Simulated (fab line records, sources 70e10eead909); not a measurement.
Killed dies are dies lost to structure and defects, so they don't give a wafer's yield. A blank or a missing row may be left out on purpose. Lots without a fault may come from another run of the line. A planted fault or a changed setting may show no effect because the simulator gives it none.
fab line records | flow nand_harc
record lots=13 wafers=39 last_day=24
route steps=1159 shown A_SGD_CUT@747 A_BONDPAD@1079 HYBRID_BOND@1094 END@1159
lots that met no fault: from a run of the same line without faults
start_h: hours from the record's first day to the start of the lot's first wafer shown | wait_h: hours since the lot's step before | " the same as in the row above | L1.1+2: a row that stands for several wafers | - no value, or no start given | * or withheld: withheld | < > ~ a bound
route shown NAME@n: a module of which the file shows steps, and the number in the route of the first | usual: mean/standard deviation of fault-free wafers | same: alike in all rows | chamber/n: place in a boat | sites: the reading at each site | _std_site: their standard deviation | _edge_site: outer sites' mean less inner sites' | radius_mm: how far each site lies from the wafer's centre | mask NAME#n: copy n | behind: the tool/chamber that last shaped the wafer | hold: why the lot was held/for how many hours/how that ended | device: the transistor (n, p or np) that didn't switch | end of line: the same wafers' tests at the end of the route | a step without rows: its recipe alone | killed: dies lost to structure and defects at the first sort, not the wafer's yield | map: a wafer's dies, x killed, . not, _ none there
set.NAME: the setting as run; set.NAME@STEP: as run at that earlier step | model.NAME: the simulator's own value behind a step, which no gauge read
steps of the route over a sample of lots; a table a step, a row a wafer
services: from which hour (start_h, from the record's first day; less than 0 if before it) a tool's chamber was out of use, for how many hours, and why
## steps
# step NHARC_A_SGD_CUT_DEP_00
# recipe target_thk_a=500 temp_c=400 target_thk_nm=50 flow_sccm=200 rf_w=450 material=SiNx
# usual heater_power_w=691/80
# columns lot.wafer tool chamber start_h wait_h heater_power_w
L464.3 pecvd-02 0 303.01 0.1 548
L464.1 " 2 " " 802
L464.4 " 1 " " 747
L465.2 pecvd-02 2 316.09 0.1 789
L465.4 " 1 " " 703
L465.5 " 0 " " 589
L466.1 pecvd-04 2 321.04 0.1 644
L466.5 " 2 " " 647
L466.6 " 0 " " 626
L467.3 pecvd-04 0 334.56 0.1 609
L467.4 " 2 " " 605
L467.6 " 0 " " 603
L468.1 pecvd-04 1 344.12 0.7 754
L468.3 " 2 " " 649
L468.2 " 0 " " 654
L469.2 pecvd-03 2 344.29 0.3 721
L469.5 " 2 " " 711
L469.6 " 1 " " 855
L471.1 pecvd-04 1 356.47 0.1 808
L471.3 " 2 " " 650
L471.5 " 0 " " 591
L474.3 pecvd-03 0 383.19 0.2 688
L474.6 " 2 " " 694
L474.5 " 1 " " 683
L481.2 pecvd-02 2 418.29 0.1 607
L481.3 " 1 " " 750
L481.5 " 1 " " 768
L485.2 pecvd-04 2 433.73 0.1 646
L485.6 " 0 " " 586
L485.5 " 1 " " 684
L483.6 pecvd-03 2 433.95 0.2 726
L483.5 " 0 " " 661
L483.4 " 1 " " 799
L484.3 pecvd-03 0 434.13 0.1 788
L484.2 " 2 " " 610
L484.6 " 0 " " 795
L486.4 pecvd-04 2 447.77 0.2 615
L486.3 " 0 " " 595
L486.5 " 0 " " 605
# step NHARC_A_BONDPAD_STRIP_15
# recipe o2_flow_sccm=500 ar_flow_sccm=0 bias_w=0 chemistry=O2
# usual drypump_motor_current_A=5.8/0.44 oes_product_au=1.000/0.013 rf_vpp_V=57.7/0.8 showerhead_plenum_p_Torr=3.50/0.091 throttle_valve_pct=17.036/0.01
# columns lot.wafer tool chamber start_h wait_h drypump_motor_current_A oes_product_au rf_hours_counter_h rf_vpp_V showerhead_plenum_p_Torr throttle_valve_pct
L464.4 rie_diel-09 1 408.25 0.1 6.1 1.014 5 58.3 3.57 17.036
L464.3 " 2 " " 6.2 1.009 6 58.1 3.59 17.040
L464.1 " 3 " " 5.2 0.995 5 57.5 3.49 17.019
L465.2 rie_diel-09 1 413.25 0.1 6.1 1.015 6 58.1 3.57 17.028
L465.4 " 2 " " 6.2 1.003 6 58.0 3.59 17.031
L465.5 " 0 " " 6.2 1.008 - 57.4 3.40 17.018
L466.1 rie_diel-09 2 418.79 0.1 6.2 1.005 6 57.7 3.59 17.052
L466.5 " 2 " " 6.2 0.999 - 57.5 3.59 17.042
L466.6 " 3 " " 5.2 0.993 - 57.7 3.49 17.029
L467.4 rie_diel-09 2 429.28 0.1 6.2 1.002 6 58.3 3.59 17.030
L467.3 " 0 " " 6.2 1.010 7 56.1 3.40 17.035
L467.6 " 2 " " 6.2 1.003 - 57.5 3.59 17.035
L469.2 rie_diel-03 0 450.70 0.1 5.1 1.009 11 57.7 3.44 17.034
L469.5 " 0 " " 5.1 0.996 - 57.9 3.44 17.023
L469.6 " 1 " " 5.4 0.990 - 58.4 3.60 17.043
L468.3 rie_diel-09 0 450.91 0.1 6.2 0.992 0 58.3 3.40 17.041
L468.1 " 1 " " 6.1 0.984 0 57.9 3.57 17.034
L471.3 rie_diel-09 1 455.87 0.1 6.0 0.995 1 57.4 3.57 17.029
L471.1 " 3 " " 5.2 1.006 1 58.5 3.49 17.025
L474.3 rie_diel-09 1 479.92 0.1 6.0 0.982 2 57.8 3.57 17.040
L474.5 " 2 " " 6.2 1.023 - 58.6 3.59 17.034
L474.6 " 3 " " 5.2 1.002 - 59.1 3.49 17.045
L481.3 rie_diel-09 1 517.76 0.1 6.1 0.967 3 58.2 3.57 17.025
L481.2 " 3 " " 5.2 0.983 3 57.7 3.49 17.030
L481.5 " 1 " " 6.1 0.980 - 58.9 3.57 17.035
L485.2 rie_diel-09 2 527.67 0.1 6.2 1.001 3 58.2 3.59 17.056
L485.6 " 2 " " 6.2 1.015 - 57.4 3.59 17.031
L485.5 " 3 " " 5.2 0.984 - 59.1 3.49 17.044
L483.4 rie_diel-09 1 538.35 0.1 6.1 0.985 3 57.4 3.57 17.035
L483.6 " 3 " " 5.2 0.990 - 56.1 3.49 17.044
L483.5 " 0 " " 6.2 1.013 - 58.7 3.40 17.013
L484.2 rie_diel-09 3 538.48 0.1 5.2 0.995 4 58.2 3.49 17.031
L484.3 " 0 " " 6.2 1.002 3 59.2 3.40 17.028
L484.6 " 3 " " 5.2 0.992 - 58.3 3.49 17.038
L486.3 rie_diel-09 1 545.29 0.1 6.1 0.987 4 57.2 3.57 17.045
L486.4 " 3 " " 5.2 1.003 4 59.2 3.49 17.063
L486.5 " 0 " " 6.2 1.013 - 57.9 3.40 17.043
# step NHARC_A_BONDPAD_CMP_19
# recipe t_overpolish_s=30 cu_recess_touch_s=16 target_thk_nm=169.8
# usual motor_current_A=12.5/0.82 overpolish_run_s=30.001/0.0097
# columns lot.wafer tool chamber start_h wait_h motor_current_A overpolish_run_s
L464.1 cmp-03 3 409.91 - 12.7 30.011
L464.3 " 0 " " 12.5 30.004
L464.4 " 2 " " 12.3 30.003
L465.2 cmp-01 2 414.97 - 10.3 30.018
L465.4 " 1 " " 12.8 29.991
L465.5 " 2 " " 9.2 29.995
L466.1 cmp-04 2 420.77 - 12.1 30.019
L466.6 " 1 " " 13.3 30.013
L466.5 " 2 " " 11.4 29.997
L467.4 cmp-04 3 430.91 - 13.6 29.988
L467.3 " 2 " " 11.6 30.017
L467.6 " 3 " " 13.2 29.973
L469.2 cmp-03 3 452.34 - 13.2 29.996
L469.5 " 3 " " 12.8 30.013
L469.6 " 0 " " 12.3 30.009
L468.3 cmp-03 1 452.99 - 13.2 29.986
L468.1 " 2 " " 12.6 29.996
L471.1 cmp-01 3 457.51 - 12.3 30.009
L471.3 " 0 " " 10.9 30.015
L474.3 cmp-03 3 481.58 - 13.2 29.997
L474.6 " 1 " " 13.0 30.017
L474.5 " 2 " " 11.8 30.004
L481.3 cmp-03 2 519.47 - 12.1 30.007
L481.2 " 0 " " 12.3 30.026
L481.5 " 1 " " 13.0 29.997
L485.2 cmp-04 3 529.44 - 12.9 29.986
L485.6 " 0 " " 12.7 29.998
L485.5 " 1 " " 12.8 30.010
L483.4 cmp-03 1 540.10 - 12.7 29.997
L483.5 " 3 " " 13.8 30.004
L483.6 " 0 " " 12.3 29.998
L484.3 cmp-04 0 540.64 - 13.3 29.999
L484.2 " 1 " " 13.2 30.007
L484.6 " 1 " " 13.3 30.003
L486.4 cmp-03 0 546.91 - 12.7 29.986
L486.3 " 2 " " 13.2 29.987
L486.5 " 0 " " 12.8 30.007
# step NHARC_HYBRID_BOND_ACTIVATE_00
# recipe time_s=60 n2_flow_sccm=200 ar_flow_sccm=0 bias_power_w=0 chemistry=N2
# usual drypump_motor_current_A=5.6/0.67 oes_product_au=0.993/0.011 rf_vpp_V=64.1/1 showerhead_plenum_p_Torr=1.77/0.1
# columns lot.wafer tool chamber start_h wait_h drypump_motor_current_A oes_product_au rf_hours_counter_h rf_vpp_V showerhead_plenum_p_Torr
L464.4 rie_diel-01 3 410.50 0.1 5.0 0.999 32 63.9 1.65
L464.1 " 1 " " 5.3 1.001 33 64.3 1.89
L464.3 " 2 " " 6.1 1.003 28 64.8 1.79
L465.4 rie_diel-06 1 415.56 0.1 6.6 0.986 17 63.2 1.65
L465.2 " 3 " " 5.1 0.986 16 64.7 1.74
L465.5 " 2 " " 5.9 1.017 - 66.1 1.88
L466.1 rie_diel-01 0 421.37 0.1 5.8 0.992 35 64.4 1.80
L466.5 " 3 " " 5.0 0.996 - 63.6 1.65
L466.6 " 0 " " 5.8 0.984 - 65.5 1.80
L467.3 rie_diel-06 0 431.53 0.1 4.9 0.989 0 66.1 1.88
L467.4 " 1 " " 6.6 1.000 0 63.7 1.65
L467.6 " 0 " " 4.9 0.985 - 64.3 1.88
L469.2 rie_diel-06 2 452.93 0.1 5.9 1.004 2 65.3 1.88
L469.5 " 2 " " 6.0 1.008 - 64.9 1.88
L469.6 " 3 " " 5.1 0.998 - 64.4 1.74
L468.1 rie_diel-06 0 453.56 0.1 4.9 0.995 2 63.8 1.88
L468.3 " 1 " " 6.6 0.998 2 62.8 1.65
L471.1 rie_diel-06 2 458.12 0.1 6.0 1.005 3 65.0 1.88
L471.3 " 3 " " 5.1 0.993 3 62.8 1.74
L474.3 rie_diel-02 3 482.16 0.1 5.2 1.018 48 64.7 1.64
L474.5 " 1 " " 6.3 0.997 - 62.9 1.66
L474.6 " 0 " " 6.2 1.003 - 63.7 1.62
L481.2 rie_diel-06 1 520.08 0.1 6.6 0.979 9 62.6 1.65
L481.3 " 3 " " 5.1 0.983 10 63.9 1.74
L481.5 " 0 " " 4.9 0.992 - 63.9 1.88
L485.2 rie_diel-06 0 530.02 0.1 4.9 1.001 11 64.8 1.88
L485.5 " 0 " " 4.9 0.991 - 64.1 1.88
L485.6 " 1 " " 6.6 0.989 - 65.5 1.65
L483.4 rie_diel-06 3 540.66 0.1 5.1 0.987 12 64.0 1.74
L483.5 " 3 " " 5.1 0.996 - 63.4 1.74
L483.6 " 0 " " 4.9 1.000 - 64.4 1.88
L484.2 rie_diel-06 1 541.26 0.1 6.6 0.978 11 62.3 1.65
L484.3 " 2 " " 5.9 1.010 11 63.8 1.87
L484.6 " 3 " " 5.1 0.999 - 62.8 1.74
L486.3 rie_diel-02 3 547.59 0.1 5.2 0.997 16 63.4 1.63
L486.4 " 2 " " 5.9 0.977 13 64.3 1.90
L486.5 " 3 " " 5.2 0.986 - 61.8 1.63
# step NHARC_END_SORT_01
# recipe temp_c=25
# usual killed_at_array=31/11 killed_at_other=0.5/0.78 killed_at_periphery=3.0/2 killed_dies=34/12 killed_open=3.2/2 killed_short=1.9/1.6
# same gross_dies=677
# columns lot.wafer tool chamber start_h wait_h killed_at_array killed_at_other killed_at_periphery killed_dies killed_open killed_short
L468.1 prober-02 0 481.46 2.5 24 1 3 28 2 3
L468.2 prober-02 0 482.26 2.8 674 2 1 677 2 1
L468.3 prober-02 0 483.06 3.1 32 1 4 37 7 3
L471.1 prober-02 0 497.09 2.5 43 1 2 46 0 2
L471.3 prober-02 0 498.69 3.1 38 1 0 39 2 1
L471.5 prober-02 0 500.29 3.7 673 0 4 677 4 4
# killed by level:class
L468.1 A_SLIT:chamber_film_flake=11 A_ZERO_WELL:chamber_film_flake=4 A_CONTACT:geometric_particle:open=2 A_ONON_D1:geometric_particle:short=1 A_CHANNEL_HOLE_D1:geometric_particle:short=1 A_SGD_CUT:geometric_particle:short=1 P_ZERO_WELL:chamber_film_flake=1 P_STI:chamber_film_flake=1
L468.2 A_SGD_CUT:area_dep=651 A_SLIT:chamber_film_flake=8 A_CHANNEL_HOLE_D1:chamber_film_flake=4 A_STAIRCASE:chamber_film_flake=4 A_CONTACT:chamber_film_flake=2 THIN_TSV:chamber_film_flake=2 A_CONTACT:geometric_particle:open=1 A_M0:geometric_particle:short=1
L468.3 A_SLIT:chamber_film_flake=15 A_CHANNEL_HOLE_D1:chamber_film_flake=3 A_STAIRCASE:chamber_film_flake=3 P_M0:geometric_particle:open=2 A_STAIRCASE:geometric_particle:open=2 A_ZERO_WELL:chamber_film_flake=2 P_STI:geometric_particle:short=1 A_ONON_D1:geometric_particle:open=1
L471.1 A_CHANNEL_HOLE_D1:chamber_film_flake=20 A_SLIT:chamber_film_flake=12 A_STAIRCASE:chamber_film_flake=7 A_WL_FILL:geometric_particle:short=2 A_CONTACT:chamber_film_flake=2 P_ZERO_WELL:chamber_film_flake=1 P_GATE:chamber_film_flake=1 THIN_TSV:chamber_film_flake=1
L471.3 A_SLIT:chamber_film_flake=15 A_CHANNEL_HOLE_D1:chamber_film_flake=12 A_STAIRCASE:chamber_film_flake=7 A_WL_FILL:geometric_particle:short=1 A_CONTACT:geometric_particle:open=1 A_BLC:geometric_particle:open=1 A_CONTACT:chamber_film_flake=1 THIN_TSV:chamber_film_flake=1
L471.5 A_SGD_CUT:area_dep=622 A_CHANNEL_HOLE_D1:chamber_film_flake=23 A_SLIT:chamber_film_flake=14 A_STAIRCASE:chamber_film_flake=6 A_WL_FILL:geometric_particle:open=3 P_CONTACT:geometric_particle:short=2 A_CONTACT:chamber_film_flake=2 P_M0:geometric_particle:open=1
## services
# columns tool chamber start_h hours kind
rie_diel-09 3 282.14 6.2 repair
rie_diel-09 1 288.61 1.6 repair
rie_diel-09 3 292.23 7.0 repair
cmp-03 - 296.32 3.3 repair
cmp-03 - 307.59 4.0 pm
cmp-03 - 313.84 3.7 repair
cmp-03 - 343.86 3.5 repair
cmp-03 - 351.42 2.3 repair
pecvd-04 2 358.48 14.3 repair
rie_diel-09 1 361.89 3.0 repair
cmp-03 - 374.10 4.0 repair
pecvd-04 - 376.33 13.0 pm
cmp-03 - 382.34 0.8 repair
cmp-03 - 387.47 4.0 repair
cmp-03 - 405.59 4.0 pm
rie_diel-06 - 418.20 9.0 pm
rie_diel-09 - 431.10 9.0 pm
pecvd-04 1 442.11 17.3 repair
cmp-03 - 443.60 0.5 repair
cmp-03 - 465.08 2.7 repair
rie_diel-09 - 472.30 2.0 repair
cmp-03 - 503.59 4.0 pm
rie_diel-06 2 522.71 3.3 repair
rie_diel-06 - 547.22 1.0 repair
## key
first_sign step=NHARC_END_SORT_01 reading=killed_at_array direction=up sigmas=58 usual=31 struck=674
effect step=NHARC_END_SORT_01 reading=killed_dies direction=up sigmas=56 usual=34 struck=677
more_kills_born_at NHARC_A_SGD_CUT_DEP_00@pecvd-04=1273
met_at NHARC_A_SGD_CUT_DEP_00
struck_lots L468,L471
struck_wafers L468.2,L471.5
later_rows_left_out L468.2,L471.5
tester_left_out L468,L471
not_acting_at NHARC_A_BONDPAD_STRIP_15,NHARC_A_BONDPAD_CMP_19,NHARC_HYBRID_BOND_ACTIVATE_00
onset_between 334.56 344.12
fault kind=process_parameter_drift tool=pecvd-04 chamber=0 onset_h=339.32 steps=NHARC_A_SGD_CUT_DEP_00 channel=target_thk_a offset=* shape=step end_h=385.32 acts_in=* stated=*
# tester_left_out: of these lots the tester's yield and bins aren't shown, on N5 and GAA mostly nor the transistor test; their killed dies are dies lost to structure and defects alone, not to doping, threshold or leakage, so they don't give the yield
# later_rows_left_out: the simulator's readings of these wafers behind a module that went badly wrong aren't trusted and aren't shown, but for the sort
